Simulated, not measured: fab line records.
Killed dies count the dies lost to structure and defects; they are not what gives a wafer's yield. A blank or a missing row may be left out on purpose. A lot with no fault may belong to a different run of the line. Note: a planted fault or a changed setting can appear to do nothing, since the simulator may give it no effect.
Chamber matching	flow n5Finfet	3 sister chambers for N5_BEOL_M14_DEP_53 on pecvd-04
The step deposits SiCN from 3MS/NH3, target thk 50 nm, time 17.8 s. 16 wafers are shown with their chamber, then 8 later ones without.

== WAFERS, EACH WITH ITS CHAMBER ==
wafer	chamber	showerheadPlenumPTorr (Torr)	throttleValvePct (%)	chamberPressureTorr (Torr)
L074.2	0	4.167	17.9	3.010
L074.4	1	4.133	18.1	3.001
L074.5	0	4.164	17.9	3.002
L081.1	1	4.128	18.1	3.006
L081.5	0	4.165	17.5	2.986
L081.6	1	4.126	18.2	3.002
L082.1	2	4.145	18.0	2.997
L082.5	2	4.147	17.9	2.999
L082.6	1	4.127	18.2	3.010
L083.2	1	4.130	18.0	3.003
L083.3	2	4.138	17.7	2.995
L083.4	2	4.135	18.1	3.005
L085.1	2	4.149	17.9	2.989
L085.3	1	4.130	17.9	3.000
L085.4	1	4.135	18.2	2.997
L088.1	1	4.141	18.0	3.009

SIGNATURES (means of the wafers above)
reading	chamber 0	chamber 1	chamber 2	scatter within a chamber
showerheadPlenumPTorr	4.16533	4.13125	4.14280	0.00497
throttleValvePct	17.767	18.087	17.920	0.148
chamberPressureTorr	2.99933	3.00350	2.99700	0.00666
Rule: a wafer lies at a distance from a chamber equal to the root of the sum of squares, over the readings, of (its reading less the chamber's mean, divided by the reading's scatter). The wafer belongs to the nearest chamber; if the next one is less than 2 further off, it can't be placed. How the scatter is found: for the shown wafers, subtract from each reading the mean of its chamber, square and add these, divide the total by (wafers less chambers), then take the root.

== WAFERS WITHOUT THEIR CHAMBER ==
wafer	showerheadPlenumPTorr (Torr)	throttleValvePct (%)	chamberPressureTorr (Torr)
L088.2	4.138	18.0	2.997
L088.5	4.161	17.5	2.989
L084.1	4.127	18.1	3.008
L084.2	4.134	17.9	3.004
L084.3	4.162	17.8	3.002
L090.1	4.158	17.8	2.995
L090.2	4.133	17.8	2.991
L090.3	4.132	18.1	3.009

== CHAMBER TAKEN BY EACH ==
wafer	from the rows above	in truth
L088.2	can't be placed: 2 or 1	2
L088.5	0	0
L084.1	1	1
L084.2	can't be placed: 1 or 2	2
L084.3	0	0
L090.1	can't be placed: 0 or 2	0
L090.2	can't be placed: 2 or 1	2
L090.3	1	1
Placed correctly: 4 of 8. From these rows, 4 cannot be placed; in 4 the true chamber is one of the candidates. Wrongly placed: 0.
